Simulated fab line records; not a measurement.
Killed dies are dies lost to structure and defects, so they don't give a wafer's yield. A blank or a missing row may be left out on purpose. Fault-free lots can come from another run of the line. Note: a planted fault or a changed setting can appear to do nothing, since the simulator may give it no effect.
Matching of chambers | flow n5_finfet | N5_SDB_ETCH_18 on rie_diel-02: 4 sister chambers
The step etches SOC in N2/H2, target depth 100 nm, overetch 20 nm, time 150 s. 8 wafers are shown with their chamber, then 11 later ones without.

== WAFERS PAIRED WITH THEIR CHAMBERS ==
wafer  | chamber | drypump_motor_current_A (A) | showerhead_plenum_p_Torr (Torr)
L079.5 | 3       | 5.7                         | 2.61
L086.1 | 0       | 5.8                         | 2.42
L086.3 | 1       | 5.2                         | 2.60
L086.4 | 3       | 5.7                         | 2.60
L091.3 | 2       | 6.2                         | 2.67
L091.5 | 1       | 5.3                         | 2.59
L091.6 | 2       | 6.2                         | 2.67
L093.2 | 0       | 5.8                         | 2.41

== WAFERS WHOSE CHAMBER IS MISSING ==
wafer  | drypump_motor_current_A (A) | showerhead_plenum_p_Torr (Torr)
L093.4 | 5.2                         | 2.59
L093.6 | 5.3                         | 2.59
L092.1 | 5.7                         | 2.60
L092.2 | 5.2                         | 2.59
L092.3 | 6.2                         | 2.67
L094.3 | 5.3                         | 2.59
L094.5 | 6.2                         | 2.67
L094.6 | 5.2                         | 2.59
L097.1 | 5.6                         | 2.59
L097.3 | 5.2                         | 2.59
L097.6 | 5.8                         | 2.41

== THE CHAMBER EACH PASSED THROUGH ==
wafer  | from the rows above | in truth
L093.4 | 1                   | 1
L093.6 | 1                   | 1
L092.1 | 3                   | 3
L092.2 | 1                   | 1
L092.3 | 2                   | 2
L094.3 | 1                   | 1
L094.5 | 2                   | 2
L094.6 | 1                   | 1
L097.1 | 3                   | 3
L097.3 | 1                   | 1
L097.6 | 0                   | 0
11 of 11 placed correctly. Not placeable from these rows: 0. 0 placed wrongly.
How it was worked out, from the rows above alone: a wafer's distance from a chamber is the root of the sum, over the readings, of the square of ((its reading less the chamber's mean) divided by the reading's scatter). If the next closest chamber is less than 2 further off than the closest, the wafer can't be placed; otherwise it belongs to the closest. For every chamber, the mean is computed from those of its wafers that are shown. How the scatter is found: for the shown wafers, subtract from each reading the mean of its chamber, square and add these, divide the total by (wafers less chambers), then take the root.
